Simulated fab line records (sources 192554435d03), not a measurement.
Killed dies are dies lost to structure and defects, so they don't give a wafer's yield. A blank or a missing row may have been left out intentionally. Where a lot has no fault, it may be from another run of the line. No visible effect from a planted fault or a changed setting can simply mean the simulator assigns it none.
Chamber matching / flow n5 finfet / cmp-03 running N5_ILD0_CMP_12: 4 sister chambers
The step polishes SiNx, stops on poly-Si, t overpolish 6 s, target thk 17.67 nm. 8 wafers are shown with their chamber, then 8 later ones without.

## WAFERS WITH THEIR CHAMBER
wafer=L074.5; chamber=3; motor current A (A)=8.1; overpolish run s (s)=5.992
wafer=L078.4; chamber=3; motor current A (A)=8.4; overpolish run s (s)=6.011
wafer=L079.5; chamber=1; motor current A (A)=10.2; overpolish run s (s)=5.993
wafer=L080.4; chamber=1; motor current A (A)=10.2; overpolish run s (s)=6.018
wafer=L080.5; chamber=2; motor current A (A)=9.4; overpolish run s (s)=5.998
wafer=L081.3; chamber=2; motor current A (A)=9.2; overpolish run s (s)=6.024
wafer=L081.6; chamber=0; motor current A (A)=10.8; overpolish run s (s)=5.996
wafer=L085.2; chamber=0; motor current A (A)=10.5; overpolish run s (s)=6.009

## WAFERS WITHOUT THEIR CHAMBER
wafer=L085.3; motor current A (A)=8.0; overpolish run s (s)=5.995
wafer=L085.5; motor current A (A)=9.1; overpolish run s (s)=5.989
wafer=L093.2; motor current A (A)=10.7; overpolish run s (s)=6.013
wafer=L093.3; motor current A (A)=8.1; overpolish run s (s)=5.991
wafer=L093.6; motor current A (A)=9.2; overpolish run s (s)=5.987
wafer=L097.2; motor current A (A)=10.2; overpolish run s (s)=6.017
wafer=L097.3; motor current A (A)=9.1; overpolish run s (s)=6.002
wafer=L097.6; motor current A (A)=7.8; overpolish run s (s)=5.995

## WHICH CHAMBER EACH WENT THROUGH
wafer=L085.3; from the rows above=3; in truth=3
wafer=L085.5; from the rows above=2; in truth=2
wafer=L093.2; from the rows above=0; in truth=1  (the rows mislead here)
wafer=L093.3; from the rows above=3; in truth=3
wafer=L093.6; from the rows above=2; in truth=2
wafer=L097.2; from the rows above=1; in truth=1
wafer=L097.3; from the rows above=2; in truth=2
wafer=L097.6; from the rows above=3; in truth=3
7 of 8 placed correctly. Not placeable from these rows: 0. Wrongly placed: 1.
How it was worked out, from the rows above alone: a wafer's distance from a chamber is the root of the sum, over the readings, of the square of ((its reading less the chamber's mean) divided by the reading's scatter). The wafer belongs to the nearest chamber; if the next one is less than 2 further off, it can't be placed. The mean given for a chamber averages the wafers shown for that chamber. How the scatter is found: for the shown wafers, subtract from each reading the mean of its chamber, square and add these, divide the total by (wafers less chambers), then take the root.
